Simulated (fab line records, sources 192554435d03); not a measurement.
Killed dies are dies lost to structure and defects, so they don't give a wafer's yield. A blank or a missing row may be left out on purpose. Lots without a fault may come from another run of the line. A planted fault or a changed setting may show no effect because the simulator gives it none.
Split-lot experiment | flow n5_finfet | 7 lots, 21 wafers read, on a route of 1938 steps

THE SPLIT
At N5_BEOL_M15_SPUTTER_44 (material Ta, target thk 15 nm, time 24.19 s), the setting power_w was moved away from the recipe's 15000 W on 7 of the 21 wafers read, by -11.5% to +9.7%. The other wafers ran this setting at the recipe's value.

The reading is taken at the split's own step.

THE READING
Ta_of_BEOL_M15_SPUTTER_44.thk_nm (the simulator's own value, which no gauge read), in nm, at N5_BEOL_M15_SPUTTER_44 (material Ta, target thk 15 nm, time 24.19 s). The file gives no usual value for it. The 14 wafers here that ran the recipe average 15.0 nm, standard deviation 0.22 nm.

wafer  | tool, chamber at the split | power_w as run, W | against the recipe | Ta_of_BEOL_M15_SPUTTER_44.thk_nm, nm | against lot-mates on the recipe
L076.1 | pvd_sputter-03, -          | 13280             | -11.5%             | 13.4                                 | -1.8
L076.5 | pvd_sputter-03, -          | 15000             | recipe             | 15.2                                 | -
L076.6 | pvd_sputter-03, -          | 13280             | -11.5%             | 13.2                                 | -2.0
L078.1 | pvd_sputter-01, -          | 13720             | -8.5%              | 14                                   | -1.2
L078.2 | pvd_sputter-01, -          | 13720             | -8.5%              | 14                                   | -1.2
L078.4 | pvd_sputter-01, -          | 15000             | recipe             | 15.2                                 | -
L080.1 | pvd_sputter-03, -          | 15000             | recipe             | 14.8                                 | -
L080.5 | pvd_sputter-03, -          | 15000             | recipe             | 14.8                                 | -
L080.2 | pvd_sputter-03, -          | 15000             | recipe             | 15                                   | -
L084.2 | pvd_sputter-01, -          | 15000             | recipe             | 15                                   | -
L084.3 | pvd_sputter-01, -          | 15000             | recipe             | 15                                   | -
L084.6 | pvd_sputter-01, -          | 15000             | recipe             | 15.2                                 | -
L090.1 | pvd_sputter-01, -          | 14130             | -5.8%              | 14.2                                 | -1.0
L090.5 | pvd_sputter-01, -          | 14130             | -5.8%              | 14.2                                 | -1.0
L090.3 | pvd_sputter-01, -          | 15000             | recipe             | 15.2                                 | -
L093.1 | pvd_sputter-03, -          | 15000             | recipe             | 14.8                                 | -
L093.3 | pvd_sputter-03, -          | 16460             | +9.7%              | 16.2                                 | +1.5
L093.4 | pvd_sputter-03, -          | 15000             | recipe             | 14.6                                 | -
L095.1 | pvd_sputter-01, -          | 15000             | recipe             | 15.4                                 | -
L095.3 | pvd_sputter-01, -          | 15000             | recipe             | 15.2                                 | -
L095.6 | pvd_sputter-01, -          | 15000             | recipe             | 15.2                                 | -

THE FIT
A straight line over all 21 wafers: Ta_of_BEOL_M15_SPUTTER_44.thk_nm changes by +0.137 nm for each +1% of power_w; r = +0.96; the points scatter about the line by 0.2 nm.
The same after taking each lot's own level away (the mean of its wafers on the recipe; 21 wafers): +0.158 nm for each +1%; r = +0.99; scatter 0.1 nm.
On that fit, the largest move of power_w shifts the reading by 1.8 nm.
The lots' own levels span 14.70 to 15.27 nm, that is 2.6 times the standard deviation above.
So the lot-to-lot level changes the slope: the two fits differ.
Check: with one of the wafers moved furthest among these (-11.5%) left out of the fit, the line predicts -1.82 nm for it against its lot-mates. It came out at -1.8 nm against them.

OTHER SPLITS ON THESE WAFERS
These wafers also went through other splits before the reading. Each is held against what the fit with the lots' levels taken away leaves over:
other split on the same wafers        | wafers away from the commonest value | r with Ta_of_BEOL_M15_SPUTTER_44.thk_nm (lot level and that fit taken away)
N5_BEOL_M14_DEVELOP_27 develop_time_s | 7                                    | -0.37

THE FILE'S OWN FIT
Ta_of_BEOL_M15_SPUTTER_44.thk_nm changes by +0.158 nm for each +1% of power_w, r = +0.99.
